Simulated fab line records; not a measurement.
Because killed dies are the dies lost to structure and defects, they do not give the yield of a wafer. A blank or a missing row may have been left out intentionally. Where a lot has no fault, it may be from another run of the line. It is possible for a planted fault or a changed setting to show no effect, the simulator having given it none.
Which of the tools did it? + flow n5 finfet + 24 lots with 72 wafers sampled at 6 steps, on a route of 1938 steps

## WHAT EACH GAUGE READ, for each wafer
N5_FIN_CUT_CD_MEAS_08: target cd 29.1 nm. Usual: 29.22 nm for cd nm, sd 0.23.
| lot  | measured    | on        | cd nm (nm)        | flag |
|------|-------------|-----------|-------------------|------|
| L074 | day 2 03:04 | cd sem-03 | 29.27 29.04 29.20 |      |
| L075 | day 2 14:01 | cd sem-01 | 29.35 29.10 29.04 |      |
| L076 | day 2 15:39 | cd sem-03 | 29.92 28.98 28.96 |      |
| L077 | day 2 22:32 | cd sem-01 | 29.15 28.90 29.51 |      |
| L078 | day 3 04:58 | cd sem-02 | 29.57 29.20 29.18 |      |
| L079 | day 3 15:15 | cd sem-02 | 29.17 29.13 29.06 |      |
| L080 | day 3 19:17 | cd sem-01 | 29.41 29.05 29.29 |      |
| L081 | day 3 22:28 | cd sem-03 | 29.08 28.97 28.89 |      |
| L082 | day 4 03:13 | cd sem-01 | 29.59 29.11 29.43 |      |
| L083 | day 4 09:46 | cd sem-01 | 29.16 29.35 29.36 |      |
| L084 | day 4 16:03 | cd sem-02 | 29.23 29.44 29.03 |      |
| L085 | day 4 23:34 | cd sem-03 | 29.08 29.11 29.14 |      |
| L086 | day 5 05:02 | cd sem-03 | 29.52 29.50 29.51 |      |
| L087 | day 5 09:28 | cd sem-03 | 29.35 29.00 29.15 |      |
| L088 | day 5 15:05 | cd sem-01 | 29.55 29.47 29.33 |      |
| L089 | day 5 20:46 | cd sem-03 | 29.42 29.48 29.39 |      |
| L090 | day 6 03:03 | cd sem-02 | 29.29 29.34 28.66 |      |
| L091 | day 6 09:02 | cd sem-02 | 28.87 29.37 28.91 |      |
| L092 | day 6 14:50 | cd sem-02 | 28.84 29.27 29.11 |      |
| L093 | day 6 21:21 | cd sem-01 | 29.05 29.15 29.20 |      |
| L094 | day 7 04:52 | cd sem-03 | 29.50 29.39 29.31 |      |
| L095 | day 7 09:11 | cd sem-02 | 29.54 29.30 29.00 |      |
| L096 | day 7 16:37 | cd sem-01 | 29.16 29.24 29.44 |      |
| L097 | day 7 21:28 | cd sem-03 | 28.68 29.28 29.28 |      |

N5_DUMMY_GATE_OVL_MEAS_16. Usual: for GATE_OVL the level is -0.5 nm and the standard deviation is 0.66.
| lot  | measured    | on         | GATE_OVL (nm)  | flag |
|------|-------------|------------|----------------|------|
| L074 | day 2 21:50 | overlay-02 | 0.5 0.2 -0.4   |      |
| L075 | day 3 11:15 | overlay-01 | -1.1 -0.6 -1.5 |      |
| L076 | day 3 12:50 | overlay-01 | -0.3 -0.6 -0.6 |      |
| L077 | day 3 21:54 | overlay-02 | -1.1 -1.3 -0.5 |      |
| L078 | day 4 01:47 | overlay-01 | 0.4 0.2 -0.3   |      |
| L079 | day 4 09:58 | overlay-02 | -1.2 -1.8 -0.9 |      |
| L080 | day 4 14:29 | overlay-02 | -1.1 -1.1 -0.7 |      |
| L081 | day 4 18:16 | overlay-02 | 0.2 -1.2 -0.3  |      |
| L082 | day 4 21:38 | overlay-01 | -0.8 -1.0 -1.5 |      |
| L083 | day 5 05:19 | overlay-02 | 0.7 -0.2 0.7   |      |
| L084 | day 5 12:27 | overlay-02 | -1.2 -1.2 -1.0 |      |
| L085 | day 5 19:13 | overlay-01 | -1.6 -2.0 -1.6 |      |
| L086 | day 6 01:14 | overlay-02 | -0.3 0.7 -1.1  |      |
| L087 | day 6 04:23 | overlay-01 | -0.5 -0.8 -0.3 |      |
| L088 | day 6 09:56 | overlay-02 | -0.4 -0.2 -0.2 |      |
| L089 | day 6 15:47 | overlay-02 | -1.2 -0.4 -0.1 |      |
| L090 | day 6 21:50 | overlay-02 | 0.0 1.1 0.1    |      |
| L091 | day 7 03:37 | overlay-02 | -0.9 -0.1 -1.1 |      |
| L092 | day 7 10:34 | overlay-01 | 1.1 -0.3 -0.4  |      |
| L093 | day 7 16:07 | overlay-01 | -0.1 0.4 -0.6  |      |
| L094 | day 8 00:46 | overlay-01 | -0.5 -0.3 0.2  |      |
| L095 | day 8 07:52 | overlay-02 | 0.0 0.3 -0.4   |      |
| L096 | day 8 11:22 | overlay-02 | -1.0 -0.3 0.0  |      |
| L097 | day 8 15:56 | overlay-02 | -1.1 -0.9 -1.9 |      |

N5_DUMMY_GATE_INSPECT_17: inspects for defects (brightfield). Usual: 187 for raw defect count, sd 44.
| lot  | measured    | on                | raw defect count | flag |
|------|-------------|-------------------|------------------|------|
| L074 | day 2 21:54 | defect inspect-01 | 101 139 197      |      |
| L075 | day 3 11:19 | defect inspect-01 | 220 204 161      |      |
| L076 | day 3 12:53 | defect inspect-02 | 298 216 261      |      |
| L077 | day 3 21:58 | defect inspect-02 | 206 200 220      |      |
| L078 | day 4 01:50 | defect inspect-02 | 248 213 135      |      |
| L079 | day 4 10:01 | defect inspect-02 | 221 285 235      |      |
| L080 | day 4 14:32 | defect inspect-02 | 138 120 117      |      |
| L081 | day 4 18:20 | defect inspect-01 | 134 104 190      |      |
| L082 | day 4 21:41 | defect inspect-02 | 216 163 184      |      |
| L083 | day 5 05:22 | defect inspect-02 | 205 197 277      |      |
| L084 | day 5 12:30 | defect inspect-01 | 235 237 151      |      |
| L085 | day 5 19:16 | defect inspect-02 | 131 168 139      |      |
| L086 | day 6 01:17 | defect inspect-01 | 136 179 255      |      |
| L087 | day 6 04:26 | defect inspect-02 | 229 164 143      |      |
| L088 | day 6 09:59 | defect inspect-02 | 158 245 251      |      |
| L089 | day 6 15:50 | defect inspect-01 | 169 170 200      |      |
| L090 | day 6 21:53 | defect inspect-01 | 149 182 185      |      |
| L091 | day 7 03:40 | defect inspect-01 | 128 128 140      |      |
| L092 | day 7 10:36 | defect inspect-02 | 181 168 187      |      |
| L093 | day 7 16:11 | defect inspect-02 | 198 169 191      |      |
| L094 | day 8 00:50 | defect inspect-02 | 189 277 188      |      |
| L095 | day 8 07:54 | defect inspect-02 | 165 91 140       |      |
| L096 | day 8 11:26 | defect inspect-02 | 117 167 179      |      |
| L097 | day 8 15:59 | defect inspect-01 | 146 134 166      |      |

## EACH LOT AND THE TOOL THAT RAN IT (in order: tool; ch and the chambers of the sampled wafers; start)
| lot  | N5_STI_FIN_REVEAL_ALD_14         | N5_STI_FIN_REVEAL_STRIP_24        | N5_DUMMY_GATE_ALD_02             |
|------|----------------------------------|-----------------------------------|----------------------------------|
| L074 | ald sin-02 ch 0,1,2, day 2 04:11 | rie diel-03 ch 0,2,3, day 2 10:08 | ald sin-03 ch 0,1,3, day 2 13:17 |
| L075 | ald sin-04 ch 0,1,2, day 2 16:28 | rie diel-04 ch 0,2, day 2 22:07   | ald sin-01 ch 0,2,3, day 3 02:50 |
| L076 | ald sin-04 ch 0,1, day 2 17:08   | rie diel-05 ch 1,2, day 2 23:20   | ald sin-01 ch 1,2, day 3 02:28   |
| L077 | ald sin-01 ch 0,1,2, day 3 02:03 | rie diel-05 ch 0,1,2, day 3 09:11 | ald sin-04 ch 0,1,2, day 3 13:21 |
| L078 | ald sin-01 ch 1,2, day 3 07:03   | rie diel-05 ch 1,3, day 3 12:40   | ald sin-03 ch 0,1, day 3 17:22   |
| L079 | ald sin-01 ch 1,3, day 3 16:27   | rie diel-05 ch 1,2, day 3 22:22   | ald sin-03 ch 2,3, day 4 01:33   |
| L080 | ald sin-04 ch 0,2,3, day 3 20:56 | rie diel-04 ch 0,1, day 4 02:36   | ald sin-04 ch 1,2, day 4 05:56   |
| L081 | ald sin-04 ch 1,2,3, day 4 00:44 | rie diel-03 ch 0,2,3, day 4 06:22 | ald sin-03 ch 1,3, day 4 09:28   |
| L082 | ald sin-04 ch 2,3, day 4 04:28   | rie diel-05 ch 0,1,2, day 4 10:05 | ald sin-01 ch 1,2,3, day 4 13:12 |
| L083 | ald sin-01 ch 0,1,3, day 4 11:00 | rie diel-04 ch 0,1,3, day 4 16:43 | ald sin-03 ch 0,2,3, day 4 20:46 |
| L084 | ald sin-04 ch 2,3, day 4 18:37   | rie diel-04 ch 0,2,3, day 5 00:23 | ald sin-03 ch 0,1,3, day 5 04:01 |
| L085 | ald sin-01 ch 0,2,3, day 5 01:50 | rie diel-03 ch 2,3, day 5 07:30   | ald sin-04 ch 0,2,3, day 5 10:48 |
| L086 | ald sin-04 ch 0,2, day 5 06:09   | rie diel-04 ch 0,2, day 5 11:46   | ald sin-03 ch 0,2,3, day 5 14:52 |
| L087 | ald sin-04 ch 1,2,3, day 5 10:35 | rie diel-05 ch 0,1,2, day 5 16:14 | ald sin-03 ch 0,2,3, day 5 19:45 |
| L088 | ald sin-04 ch 0,1,2, day 5 16:12 | rie diel-03 ch 1,2,3, day 5 21:54 | ald sin-01 ch 0,1,2, day 6 01:23 |
| L089 | ald sin-01 ch 0,2, day 5 22:03   | rie diel-05 ch 0,1,3, day 6 03:43 | ald sin-04 ch 0,2, day 6 07:13   |
| L090 | ald sin-02 ch 0,3, day 6 04:21   | rie diel-05 ch 1,2,3, day 6 09:58 | ald sin-04 ch 1,2, day 6 13:24   |
| L091 | ald sin-04 ch 0,2, day 6 10:10   | rie diel-04 ch 0,1,3, day 6 16:01 | ald sin-03 ch 0,1,3, day 6 19:11 |
| L092 | ald sin-02 ch 0,1, day 6 15:58   | rie diel-03 ch 1,2, day 6 21:37   | ald sin-04 ch 0,3, day 7 02:00   |
| L093 | ald sin-01 ch 0,1,3, day 6 22:38 | rie diel-03 ch 0,3, day 7 04:23   | ald sin-01 ch 0,2,3, day 7 07:42 |
| L094 | ald sin-01 ch 1,2, day 7 07:29   | rie diel-04 ch 0,1,2, day 7 13:08 | ald sin-01 ch 0,1,3, day 7 16:17 |
| L095 | ald sin-01 ch 0,1,3, day 7 10:38 | rie diel-03 ch 2,3, day 7 16:21   | ald sin-03 ch 0,2,3, day 7 19:32 |
| L096 | ald sin-02 ch 0,1,2, day 7 17:59 | rie diel-04 ch 0,2,3, day 7 23:40 | ald sin-03 ch 0,1,2, day 8 02:50 |
| L097 | ald sin-02 ch 0,1,3, day 7 22:35 | rie diel-05 ch 0,1,3, day 8 04:13 | ald sin-03 ch 0,2,3, day 8 07:25 |
- N5_STI_FIN_REVEAL_ALD_14: deposits Si3N4, target thk 3 nm.
- N5_STI_FIN_REVEAL_STRIP_24: strips in N2/H2, time 90 s.
- N5_DUMMY_GATE_ALD_02: deposits SiO2, target thk 2 nm, pulse time 1 s.

## AS READ BY THE TOOLS THEMSELVES (means over the sampled wafers that have a number; for cases with no such wafer, the mark the record gives instead)
N5_STI_FIN_REVEAL_ALD_14. Usual: 847 W for heater power w, sd 87.
| lot  | tool       | heater power w (W) | flag |
|------|------------|--------------------|------|
| L074 | ald sin-02 | 806                |      |
| L075 | ald sin-04 | 883                |      |
| L076 | ald sin-04 | 821                |      |
| L077 | ald sin-01 | 810                |      |
| L078 | ald sin-01 | 804                |      |
| L079 | ald sin-01 | 801                |      |
| L080 | ald sin-04 | 803                |      |
| L081 | ald sin-04 | 905                |      |
| L082 | ald sin-04 | 847                |      |
| L083 | ald sin-01 | 811                |      |
| L084 | ald sin-04 | 858                |      |
| L085 | ald sin-01 | 800                |      |
| L086 | ald sin-04 | 807                |      |
| L087 | ald sin-04 | 924                |      |
| L088 | ald sin-04 | 885                |      |
| L089 | ald sin-01 | 806                |      |
| L090 | ald sin-02 | 817                |      |
| L091 | ald sin-04 | 824                |      |
| L092 | ald sin-02 | 820                |      |
| L093 | ald sin-01 | 808                |      |
| L094 | ald sin-01 | 791                |      |
| L095 | ald sin-01 | 812                |      |
| L096 | ald sin-02 | 822                |      |
| L097 | ald sin-02 | 845                |      |

N5_STI_FIN_REVEAL_STRIP_24. Usual: drypump motor current A 5.6 A, standard deviation 0.4; oes product au 0.76 a.u., standard deviation 0.079; rf vpp V 45.3 V, standard deviation 0.83; showerhead plenum p Torr 3.39 Torr, standard deviation 0.13; throttle valve pct 12.34 %, standard deviation 0.23.
| lot  | tool        | drypump motor current A (A) | oes product au (a.u.) | rf vpp V (V) | showerhead plenum p Torr (Torr) | throttle valve pct (%) | flag |
|------|-------------|-----------------------------|-----------------------|--------------|---------------------------------|------------------------|------|
| L074 | rie diel-03 | 5.5                         | 0.71                  | 45.4         | 3.40                            | 12.37                  |      |
| L075 | rie diel-04 | 5.8                         | 0.75                  | 45.0         | 3.32                            | 12.39                  |      |
| L076 | rie diel-05 | 5.6                         | 0.90                  | 45.4         | 3.51                            | 12.06                  |      |
| L077 | rie diel-05 | 5.6                         | 0.84                  | 44.9         | 3.52                            | 12.26                  |      |
| L078 | rie diel-05 | 5.5                         | 0.79                  | 45.4         | 3.34                            | 12.26                  |      |
| L079 | rie diel-05 | 5.4                         | 0.84                  | 45.3         | 3.52                            | 12.19                  |      |
| L080 | rie diel-04 | 5.6                         | 0.72                  | 44.8         | 3.22                            | 12.48                  |      |
| L081 | rie diel-03 | 5.5                         | 0.70                  | 45.6         | 3.39                            | 12.41                  |      |
| L082 | rie diel-05 | 5.6                         | 0.82                  | 45.7         | 3.51                            | 12.28                  |      |
| L083 | rie diel-04 | 5.9                         | 0.72                  | 44.4         | 3.21                            | 12.56                  |      |
| L084 | rie diel-04 | 6.0                         | 0.73                  | 44.7         | 3.30                            | 12.51                  |      |
| L085 | rie diel-03 | 5.2                         | 0.70                  | 45.7         | 3.44                            | 12.30                  |      |
| L086 | rie diel-04 | 5.9                         | 0.72                  | 45.7         | 3.39                            | 12.38                  |      |
| L087 | rie diel-05 | 5.6                         | 0.80                  | 45.1         | 3.50                            | 12.30                  |      |
| L088 | rie diel-03 | 5.3                         | 0.78                  | 45.3         | 3.42                            | 12.13                  |      |
| L089 | rie diel-05 | 5.5                         | 0.75                  | 45.0         | 3.42                            | 12.41                  |      |
| L090 | rie diel-05 | 5.5                         | 0.81                  | 44.7         | 3.41                            | 12.22                  |      |
| L091 | rie diel-04 | 5.9                         | 0.79                  | 45.5         | 3.33                            | 12.39                  |      |
| L092 | rie diel-03 | 5.1                         | 0.83                  | 45.1         | 3.44                            | 11.94                  |      |
| L093 | rie diel-03 | 5.8                         | 0.70                  | 46.1         | 3.34                            | 12.52                  |      |
| L094 | rie diel-04 | 5.8                         | 0.71                  | 45.5         | 3.29                            | 12.49                  |      |
| L095 | rie diel-03 | 5.1                         | 0.69                  | 45.7         | 3.43                            | 12.33                  |      |
| L096 | rie diel-04 | 6.0                         | 0.79                  | 44.9         | 3.42                            | 12.35                  |      |
| L097 | rie diel-05 | 5.5                         | 0.73                  | 45.2         | 3.41                            | 12.43                  |      |

N5_DUMMY_GATE_ALD_02. Usual: heater power w 472 W, standard deviation 39; precursor pulse height rel 0.997, standard deviation 0.022.
| lot  | tool       | heater power w (W) | precursor pulse height rel | flag |
|------|------------|--------------------|----------------------------|------|
| L074 | ald sin-03 | 464                | 1.012                      |      |
| L075 | ald sin-01 | 454                | 0.991                      |      |
| L076 | ald sin-01 | 447                | 1.010                      |      |
| L077 | ald sin-04 | 489                | 1.002                      |      |
| L078 | ald sin-03 | 477                | 0.973                      |      |
| L079 | ald sin-03 | 496                | 0.997                      |      |
| L080 | ald sin-04 | 548                | 0.983                      |      |
| L081 | ald sin-03 | 489                | 1.004                      |      |
| L082 | ald sin-01 | 451                | 1.014                      |      |
| L083 | ald sin-03 | 469                | 1.008                      |      |
| L084 | ald sin-03 | 471                | 1.008                      |      |
| L085 | ald sin-04 | 456                | 0.991                      |      |
| L086 | ald sin-03 | 463                | 1.005                      |      |
| L087 | ald sin-03 | 468                | 1.005                      |      |
| L088 | ald sin-01 | 448                | 0.987                      |      |
| L089 | ald sin-04 | 435                | 0.981                      |      |
| L090 | ald sin-04 | 525                | 1.001                      |      |
| L091 | ald sin-03 | 469                | 0.999                      |      |
| L092 | ald sin-04 | 450                | 1.014                      |      |
| L093 | ald sin-01 | 455                | 0.987                      |      |
| L094 | ald sin-01 | 451                | 1.011                      |      |
| L095 | ald sin-03 | 470                | 0.986                      |      |
| L096 | ald sin-03 | 482                | 1.016                      |      |
| L097 | ald sin-03 | 473                | 0.992                      |      |

## THE ANSWER, worked out from the rows above alone
Rule: a lot is off if the mean of its wafers that have a number lies more than 3 standard deviations from the usual mean. Also off: a lot with no number at a reading for which 4 or more lots have one. The other lots that the step has rows for count as sound. First the gauges in route order, then the tools' own readings, where a lot's mean is used as printed above. The first step at which some lot is off is used, and at that step the reading that is off furthest; a lot without a number counts as furthest.
Across all readings shown, no lot is off: no conclusion can be drawn from this.

## WHAT THE SIMULATOR PUT IN
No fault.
